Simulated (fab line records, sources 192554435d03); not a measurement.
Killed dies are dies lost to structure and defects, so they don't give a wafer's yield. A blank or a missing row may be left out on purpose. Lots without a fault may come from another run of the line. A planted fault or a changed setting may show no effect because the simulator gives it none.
Split-lot experiment | flow n5_finfet | 7 lots, 39 wafers read, on a route of 1938 steps

THE SPLIT
At N5_DUMMY_GATE_ETCH_37 (etches SOC in N2/H2, target depth 60 nm, overetch 30 nm), the setting source_w was moved away from the recipe's 840 W on 15 of the 39 wafers read, by -18.2% to +10.7%. The other wafers ran this setting at the recipe's value.

The reading is taken at the split's own step.

THE READING
rf_vpp_V, in V, at N5_DUMMY_GATE_ETCH_37 (etches SOC in N2/H2, target depth 60 nm, overetch 30 nm). Fault-free wafers of this fab line usually give 523.5 V, standard deviation 2.4 V.

wafer  | tool, chamber at the split | source_w as run, W | against the recipe | rf_vpp_V, V | against lot-mates on the recipe
L079.1 | rie_diel-05, 0             | 840                | recipe             | 523.8       | -
L079.3 | rie_diel-05, 1             | 840                | recipe             | 523.0       | -
L079.5 | rie_diel-05, 1             | 840                | recipe             | 526.0       | -
L082.1 | rie_diel-02, 1             | 769.1              | -8.4%              | 542.4       | +16.5
L082.2 | rie_diel-02, 2             | 769.1              | -8.4%              | 542.2       | +16.3
L082.3 | rie_diel-02, 0             | 840                | recipe             | 525.8       | -
L082.4 | rie_diel-02, 3             | 769.1              | -8.4%              | 535.5       | +9.6
L082.5 | rie_diel-02, 1             | 840                | recipe             | 526.4       | -
L082.6 | rie_diel-02, 0             | 840                | recipe             | 525.6       | -
L083.1 | rie_diel-05, 0             | 840                | recipe             | 522.8       | -
L083.2 | rie_diel-05, 1             | 840                | recipe             | 523.2       | -
L083.3 | rie_diel-05, 3             | 840                | recipe             | 525.4       | -
L083.4 | rie_diel-05, 2             | 840                | recipe             | 520.0       | -
L083.5 | rie_diel-05, 3             | 840                | recipe             | 525.1       | -
L083.6 | rie_diel-05, 0             | 840                | recipe             | 523.3       | -
L085.1 | rie_diel-02, 2             | 840                | recipe             | 526.6       | -
L085.2 | rie_diel-02, 3             | 701.8              | -16.5%             | 550.2       | +23.5
L085.3 | rie_diel-02, 1             | 701.8              | -16.5%             | 558.3       | +31.6
L085.4 | rie_diel-02, 0             | 840                | recipe             | 527.1       | -
L085.5 | rie_diel-02, 0             | 840                | recipe             | 526.3       | -
L085.6 | rie_diel-02, 1             | 701.8              | -16.5%             | 557.3       | +30.6
L087.1 | rie_diel-02, 2             | 840                | recipe             | 525.6       | -
L087.2 | rie_diel-02, 3             | 687.1              | -18.2%             | 553.5       | +27.3
L087.3 | rie_diel-02, 1             | 840                | recipe             | 525.6       | -
L087.4 | rie_diel-02, 0             | 840                | recipe             | 527.4       | -
L087.5 | rie_diel-02, 2             | 687.1              | -18.2%             | 562.2       | +36.0
L087.6 | rie_diel-02, 3             | 687.1              | -18.2%             | 554.3       | +28.1
L089.1 | rie_diel-02, 0             | 766.9              | -8.7%              | 542.6       | +20.4
L089.2 | rie_diel-02, 3             | 840                | recipe             | 519.5       | -
L089.3 | rie_diel-02, 2             | 766.9              | -8.7%              | 543.5       | +21.3
L089.4 | rie_diel-02, 0             | 766.9              | -8.7%              | 541.1       | +18.9
L089.5 | rie_diel-02, 3             | 840                | recipe             | 520.7       | -
L089.6 | rie_diel-02, 2             | 840                | recipe             | 526.4       | -
L097.1 | rie_diel-06, 2             | 930.1              | +10.7%             | 503.4       | -19.0
L097.2 | rie_diel-06, 3             | 840                | recipe             | 523.3       | -
L097.3 | rie_diel-06, 1             | 840                | recipe             | 522.2       | -
L097.4 | rie_diel-06, 0             | 930.1              | +10.7%             | 502.2       | -20.2
L097.5 | rie_diel-06, 0             | 840                | recipe             | 521.6       | -
L097.6 | rie_diel-06, 1             | 930.1              | +10.7%             | 505.5       | -16.9

THE FIT
A straight line over all 39 wafers: rf_vpp_V changes by -1.86 V for each +1% of source_w; r = -0.98; the points scatter about the line by 2.7 V.
The same after taking each lot's own level away (the mean of its wafers on the recipe; 39 wafers): -1.75 V for each +1%; r = -0.98; scatter 2.6 V.
On that fit, the largest move of source_w shifts the reading by 32 V.
The lots' own levels span 522.20 to 526.67 V, that is 1.9 times the standard deviation above.
So the lot-to-lot level changes the slope little: the two slopes agree.
Check: with one of the wafers moved furthest among these (-18.2%) left out of the fit, the line predicts +32.8 V for it against its lot-mates. It came out at +27.3 V against them.
Tool readings at the split's step, against how far the setting was moved: rf_vpp_V r = -0.98.

OTHER SPLITS ON THESE WAFERS
These wafers also went through other splits before the reading. Each is held against what the fit with the lots' levels taken away leaves over:
other split on the same wafers | wafers away from the commonest value | r with rf_vpp_V (lot level and that fit taken away)
N5_FIN_CUT_CUT_ETCH_15 bias_w  | as run: not given for these wafers   | -

THE WHOLE CHAIN: every reading that the file lists as answering this split, in the file's order
step                  | what it does                                            | reading                                                                             | change (the file's fit)                | r (the file's)
N5_DUMMY_GATE_ETCH_37 | etches SOC in N2/H2, target depth 60 nm, overetch 30 nm | rf_vpp_V                                                                            | -1.76 V for each +1% of the setting    | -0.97
N5_DUMMY_GATE_ETCH_37 | etches SOC in N2/H2, target depth 60 nm, overetch 30 nm | SiARC_of_DUMMY_GATE_COAT_35.thk_nm (the simulator's own value, which no gauge read) | -0.0315 nm for each +1% of the setting | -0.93

THE FILE'S OWN FIT
rf_vpp_V changes by -1.76 V for each +1% of source_w, r = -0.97.
